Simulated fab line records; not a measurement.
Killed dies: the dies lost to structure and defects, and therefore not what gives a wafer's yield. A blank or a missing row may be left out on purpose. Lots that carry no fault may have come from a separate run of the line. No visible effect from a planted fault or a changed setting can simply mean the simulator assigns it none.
Chamber matching ; flow nand_harc ; rie_diel-11 running NHARC_A_STAIRCASE_DESCUM_270: 4 sister chambers
The step chemistry O2, time 3 s. 4 wafers are shown with their chamber, then 7 later ones without.

WAFERS PAIRED WITH THEIR CHAMBERS
wafer;chamber;showerhead_plenum_p_Torr (Torr)
L077.2;3;2.04
L087.5;0;2.07
L086.2;2;2.02
L086.3;1;1.84

WAFERS WHOSE CHAMBER IS MISSING
wafer;showerhead_plenum_p_Torr (Torr)
L086.6;2.07
L089.2;1.83
L089.3;2.03
L089.6;2.02
L092.1;1.83
L092.2;2.01
L092.6;2.03

THE CHAMBER EACH PASSED THROUGH
wafer;from the rows above;in truth
L086.6;0;0
L089.2;1;1
L089.3;can't be placed: 2 or 3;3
L089.6;2;2
L092.1;1;1
L092.2;2;2
L092.6;can't be placed: 2 or 3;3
5 of 7 placed correctly. Unplaceable from these rows: 2, with the true chamber sitting among the candidates in 2. 0 placed wrongly.
How it was worked out, from the rows above alone: a wafer's distance from a chamber is the root of the sum, over the readings, of the square of ((its reading less the chamber's mean) divided by the reading's scatter). The wafer belongs to the nearest chamber; if the next one is less than 2 further off, it can't be placed. Each chamber's mean is taken over the wafers shown for it. The scatter: with one shown wafer a chamber, the root of the mean of the squares of how far each hidden wafer lies from its nearest shown one.
